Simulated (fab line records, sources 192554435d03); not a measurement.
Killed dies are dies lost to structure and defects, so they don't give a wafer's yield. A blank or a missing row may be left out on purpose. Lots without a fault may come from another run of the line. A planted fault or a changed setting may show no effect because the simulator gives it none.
Split-lot experiment | flow n5_finfet | 7 lots, 21 wafers read, on a route of 1938 steps

THE SPLIT
At N5_PASSIVATION_AL_DEP_21 (deposits Al, target thk 2800 nm, time 170 s), the setting time_s was moved away from the recipe's 170 s on 12 of the 21 wafers read, by -14.2% to +11.4%. The other wafers ran this setting at the recipe's value.

The reading is taken at the split's own step.

THE READING
Al_of_PASSIVATION_AL_DEP_21.thk_nm (the simulator's own value, which no gauge read), in nm, at N5_PASSIVATION_AL_DEP_21 (deposits Al, target thk 2800 nm, time 170 s). The file gives no usual value for it. The 9 wafers here that ran the recipe average 2789 nm, standard deviation 28 nm.

wafer  | tool, chamber at the split | time_s as run, s | against the recipe | Al_of_PASSIVATION_AL_DEP_21.thk_nm, nm | against lot-mates on the recipe
L074.1 | pvd_sputter-01, -          | 161.6            | -4.9%              | 2638                                   | no lot-mate on the recipe
L074.5 | pvd_sputter-01, -          | 161.6            | -4.9%              | 2656                                   | no lot-mate on the recipe
L074.6 | pvd_sputter-01, -          | 161.6            | -4.9%              | 2634                                   | no lot-mate on the recipe
L077.1 | pvd_sputter-03, -          | 185.2            | +8.9%              | 3087                                   | +268
L077.2 | pvd_sputter-03, -          | 185.2            | +8.9%              | 3067                                   | +248
L077.3 | pvd_sputter-03, -          | 170              | recipe             | 2819                                   | -
L082.1 | pvd_sputter-01, -          | 170              | recipe             | 2788                                   | -
L082.4 | pvd_sputter-01, -          | 170              | recipe             | 2797                                   | -
L082.5 | pvd_sputter-01, -          | 170              | recipe             | 2743                                   | -
L083.3 | pvd_sputter-02, -          | 170              | recipe             | 2830                                   | -
L083.4 | pvd_sputter-02, -          | 145.8            | -14.2%             | 2441                                   | -389
L083.6 | pvd_sputter-02, -          | 145.8            | -14.2%             | 2431                                   | -399
L091.1 | pvd_sputter-03, -          | 170              | recipe             | 2812                                   | -
L091.2 | pvd_sputter-03, -          | 189.3            | +11.4%             | 3126                                   | +314
L091.4 | pvd_sputter-03, -          | 189.3            | +11.4%             | 3125                                   | +313
L092.2 | pvd_sputter-03, -          | 185.1            | +8.9%              | 3011                                   | +258
L092.5 | pvd_sputter-03, -          | 185.1            | +8.9%              | 2998                                   | +245
L092.6 | pvd_sputter-03, -          | 170              | recipe             | 2753                                   | -
L094.1 | pvd_sputter-01, -          | 170              | recipe             | 2790                                   | -
L094.3 | pvd_sputter-01, -          | 177              | +4.1%              | 2874                                   | +94
L094.5 | pvd_sputter-01, -          | 170              | recipe             | 2769                                   | -

THE FIT
A straight line over all 21 wafers: Al_of_PASSIVATION_AL_DEP_21.thk_nm changes by +27.2 nm for each +1% of time_s; r = +0.99; the points scatter about the line by 30 nm.
The same after taking each lot's own level away (the mean of its wafers on the recipe; 18 wafers): +27.9 nm for each +1%; r = +1.00; scatter 13 nm.
On that fit, the largest move of time_s shifts the reading by 4e+02 nm.
The lots' own levels span 2753.0 to 2830.0 nm, that is 2.8 times the standard deviation above.
So the lot-to-lot level changes the slope little: the two slopes agree.
Check: with one of the wafers moved furthest among these (-14.2%) left out of the fit, the line predicts -400 nm for it against its lot-mates. It came out at -389 nm against them.

OTHER SPLITS ON THESE WAFERS
These wafers also went through other splits before the reading. Each is held against what the fit with the lots' levels taken away leaves over:
other split on the same wafers      | wafers away from the commonest value | r with Al_of_PASSIVATION_AL_DEP_21.thk_nm (lot level and that fit taken away)
N5_BEOL_M15_EXPOSE_25 dose_mj       | 11                                   | +0.13
N5_PASSIVATION_VIA_ETCH_13 source_w | 9                                    | +0.10

THE FILE'S OWN FIT
Al_of_PASSIVATION_AL_DEP_21.thk_nm changes by +27.8 nm for each +1% of time_s, r = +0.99.
